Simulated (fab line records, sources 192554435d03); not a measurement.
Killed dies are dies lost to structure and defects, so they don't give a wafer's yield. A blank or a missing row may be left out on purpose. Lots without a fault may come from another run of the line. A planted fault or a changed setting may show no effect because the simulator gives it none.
Split-lot experiment | flow n5_finfet | 7 lots, 39 wafers read, on a route of 1938 steps

THE SPLIT
At N5_SD_EPI_P_ETCH_36 (etches SiARC in CF4, target depth 45.5 nm, time 75.8 s), the setting bias_w was moved away from the recipe's 36 W on 9 of the 39 wafers read, by -6.7% to +16.5%. The other wafers ran this setting at the recipe's value.

The reading is taken at the split's own step.

THE READING
rf_vpp_V, in V, at N5_SD_EPI_P_ETCH_36 (etches SiARC in CF4, target depth 45.5 nm, time 75.8 s). Fault-free wafers of this fab line usually give 184.2 V, standard deviation 1.2 V.

wafer  | tool, chamber at the split | bias_w as run, W | against the recipe | rf_vpp_V, V | against lot-mates on the recipe
L077.1 | rie_diel-02, 1             | 36               | recipe             | 182.6       | -
L077.2 | rie_diel-02, 0             | 37.75            | +4.9%              | 190.7       | +7.4
L077.3 | rie_diel-02, 2             | 37.75            | +4.9%              | 189.7       | +6.4
L077.4 | rie_diel-02, 3             | 36               | recipe             | 183.2       | -
L077.5 | rie_diel-02, 0             | 36               | recipe             | 184.1       | -
L077.6 | rie_diel-02, 3             | 37.75            | +4.9%              | 188.2       | +4.9
L079.1 | rie_diel-03, 3             | 36               | recipe             | 185.4       | -
L079.3 | rie_diel-03, 0             | 36               | recipe             | 185.5       | -
L079.5 | rie_diel-03, 3             | 36               | recipe             | 185.0       | -
L085.1 | rie_diel-05, 0             | 36               | recipe             | 183.4       | -
L085.2 | rie_diel-05, 1             | 36               | recipe             | 185.1       | -
L085.3 | rie_diel-05, 3             | 41.94            | +16.5%             | 203.6       | +19.6
L085.4 | rie_diel-05, 2             | 41.94            | +16.5%             | 201.4       | +17.4
L085.5 | rie_diel-05, 0             | 41.94            | +16.5%             | 202.8       | +18.8
L085.6 | rie_diel-05, 3             | 36               | recipe             | 183.6       | -
L092.1 | rie_diel-05, 2             | 36               | recipe             | 181.8       | -
L092.2 | rie_diel-05, 1             | 36               | recipe             | 185.1       | -
L092.3 | rie_diel-05, 0             | 36               | recipe             | 183.4       | -
L092.4 | rie_diel-05, 3             | 36               | recipe             | 185.8       | -
L092.5 | rie_diel-05, 3             | 36               | recipe             | 184.1       | -
L092.6 | rie_diel-05, 0             | 36               | recipe             | 183.6       | -
L093.1 | rie_diel-05, 1             | 36               | recipe             | 186.4       | -
L093.2 | rie_diel-05, 2             | 33.58            | -6.7%              | 174.9       | -10.0
L093.3 | rie_diel-05, 0             | 36               | recipe             | 183.0       | -
L093.4 | rie_diel-05, 2             | 33.58            | -6.7%              | 172.8       | -12.1
L093.5 | rie_diel-05, 0             | 33.58            | -6.7%              | 174.8       | -10.1
L093.6 | rie_diel-05, 1             | 36               | recipe             | 185.4       | -
L094.1 | rie_diel-02, 1             | 36               | recipe             | 184.3       | -
L094.2 | rie_diel-02, 0             | 36               | recipe             | 185.0       | -
L094.3 | rie_diel-02, 2             | 36               | recipe             | 183.1       | -
L094.4 | rie_diel-02, 3             | 36               | recipe             | 182.7       | -
L094.5 | rie_diel-02, 2             | 36               | recipe             | 184.3       | -
L094.6 | rie_diel-02, 1             | 36               | recipe             | 183.8       | -
L096.1 | rie_diel-03, 2             | 36               | recipe             | 183.6       | -
L096.2 | rie_diel-03, 0             | 36               | recipe             | 184.1       | -
L096.3 | rie_diel-03, 3             | 36               | recipe             | 184.0       | -
L096.4 | rie_diel-03, 0             | 36               | recipe             | 186.1       | -
L096.5 | rie_diel-03, 3             | 36               | recipe             | 183.3       | -
L096.6 | rie_diel-03, 2             | 36               | recipe             | 185.0       | -

THE FIT
A straight line over all 39 wafers: rf_vpp_V changes by +1.18 V for each +1% of bias_w; r = +0.98; the points scatter about the line by 1.3 V.
The same after taking each lot's own level away (the mean of its wafers on the recipe; 39 wafers): +1.21 V for each +1%; r = +0.98; scatter 1.3 V.
On that fit, the largest move of bias_w shifts the reading by 20 V.
The lots' own levels span 183.30 to 185.30 V, that is 1.7 times the standard deviation above.
So the lot-to-lot level changes the slope little: the two slopes agree.
Check: with one of the wafers moved furthest among these (+16.5%) left out of the fit, the line predicts +19.8 V for it against its lot-mates. It came out at +19.6 V against them.
Tool readings at the split's step, against how far the setting was moved: rf_vpp_V r = +0.98.

OTHER SPLITS ON THESE WAFERS
These wafers also went through other splits before the reading. Each is held against what the fit with the lots' levels taken away leaves over:
other split on the same wafers       | wafers away from the commonest value | r with rf_vpp_V (lot level and that fit taken away)
N5_DUMMY_GATE_ETCH_31 target_depth_a | 18                                   | +0.13
N5_SD_EPI_N_ETCH_35 source_w         | 15                                   | -0.06

THE FILE'S OWN FIT
rf_vpp_V changes by +1.2 V for each +1% of bias_w, r = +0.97.
